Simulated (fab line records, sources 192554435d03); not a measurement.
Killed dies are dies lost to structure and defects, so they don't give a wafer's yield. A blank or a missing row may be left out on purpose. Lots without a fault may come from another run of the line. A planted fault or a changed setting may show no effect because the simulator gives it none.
A struck lot beside a sound one | flow n5_finfet | 14 steps out of a route of 1938
Sound: wafers L196.1, L196.3, L196.6. Struck: wafers L186.1, L186.3, L186.6. The cause comes at the end.
At each step with rows: each side's tool, then ch and its chambers, then its first start. Under that, the readings that differ: sound wafers | struck wafers | difference of the means | sigmas: that difference in standard deviations of wafers without a fault.
alike: readings whose means differ by less than 2 such deviations, and words and numbers that are the same on both sides. not compared: withheld readings, readings that some wafer has no value for, bounds like >300 that may hide the same value, and numbers for which the record gives no deviation and whose values overlap.
The two part at a step that has a row with sigmas, a row that says differs or no value, or rows on one side only. Numbers that don't overlap but have no deviation are shown without sigmas and don't part them. A reading that every wafer of one side lacks parts them only if that side has two wafers or more.

N5_BEOL_M0_SAQP_SPACER2_ALD_26: deposits SiO2, target thk 15 nm, pulse time 1 s, purge time 2 s.
  sound on ald_sin-02 ch 1,2, day 11 01:07; struck on ald_sin-01 ch 1,2,3, day 7 21:21
  alike: heater_power_w, precursor_pulse_height_rel
N5_BEOL_M0_SAQP_SPACER2_ETCHBACK_27: etches SiO2 in CHF3/O2, target depth 22.5 nm, time 11.25 s.
  sound on rie_diel-02 ch 0,1,2, day 11 01:40; struck on rie_diel-02 ch 0,2, day 7 21:54
  alike: drypump_motor_current_A, oes_product_au, rf_vpp_V, showerhead_plenum_p_Torr, throttle_valve_pct
  not compared: rf_hours_counter_h
N5_BEOL_M0_SAQP_MANDREL2_REMOVE_110: chemistry HBr/Cl2/O2, target a-Si, stops on SiCN, bt time 10 s.
  sound on rie_si-04 ch 1,2,3, day 11 01:46; struck on rie_si-02 ch 0,1,3, day 7 21:59
  alike: drypump_motor_current_A, oes_product_au, throttle_valve_pct
  not compared: rf_hours_counter_h
N5_BEOL_M0_SAQP_CD_MEAS_29: target cd 14.4 nm.
  sound on cd_sem-01 ch 0, day 11 01:52; struck on cd_sem-01 ch 0, day 7 22:06
  alike: cd_nm
then, 8 steps without rows for these wafers: N5_BEOL_M0_SAQP_COAT_69 (time 60 s, resist thk 90 nm); N5_BEOL_M0_SAQP_COAT_72 (time 60 s, resist thk 15 nm); N5_BEOL_M0_SAQP_COAT_87 (time 60 s, resist thk 5 nm); N5_BEOL_M0_SAQP_COAT_34 (resist thk 30 nm); N5_BEOL_M0_SAQP_EBR_36; N5_BEOL_M0_SAQP_SOFTBAKE_35 (time 60 s); N5_BEOL_M0_SAQP_EXPOSE_37 (exposes mask M0 CUT1, target cd 30 nm); N5_BEOL_M0_SAQP_PEB_38 (peb time 60 s).
N5_BEOL_M0_SAQP_DEVELOP_39: develop time 30 s.
  sound on litho_track-03 ch 0, day 11 02:15; struck on litho_track-03, day 7 22:28
  no value came back on the struck wafers for chill_plate_temp_C (C), develop_time_s (s); on the sound wafers chill_plate_temp_C (C) reads 22.95 22.85 23.03
  reading                                           | sound          | struck   | difference | sigmas
  model.CAR-EUV_of_BEOL_M0_SAQP_COAT_34.thk_nm (nm) | 29.6 29.6 29.4 | 30 30 30 | +0         |
N5_BEOL_M0_SAQP_CD_MEAS_40: target cd 30 nm.
  sound on cd_sem-03 ch 0, day 11 02:18; struck on cd_sem-03 ch 0, day 7 22:32
  reading    | sound          | struck | difference                    | sigmas
  cd_nm (nm) | 30.0 29.8 29.9 | - - -  | no value on the struck wafers |

WHERE THEY PART
First at N5_BEOL_M0_SAQP_DEVELOP_39; last, within this record, at N5_BEOL_M0_SAQP_CD_MEAS_40.

WHY: what the simulator had put in
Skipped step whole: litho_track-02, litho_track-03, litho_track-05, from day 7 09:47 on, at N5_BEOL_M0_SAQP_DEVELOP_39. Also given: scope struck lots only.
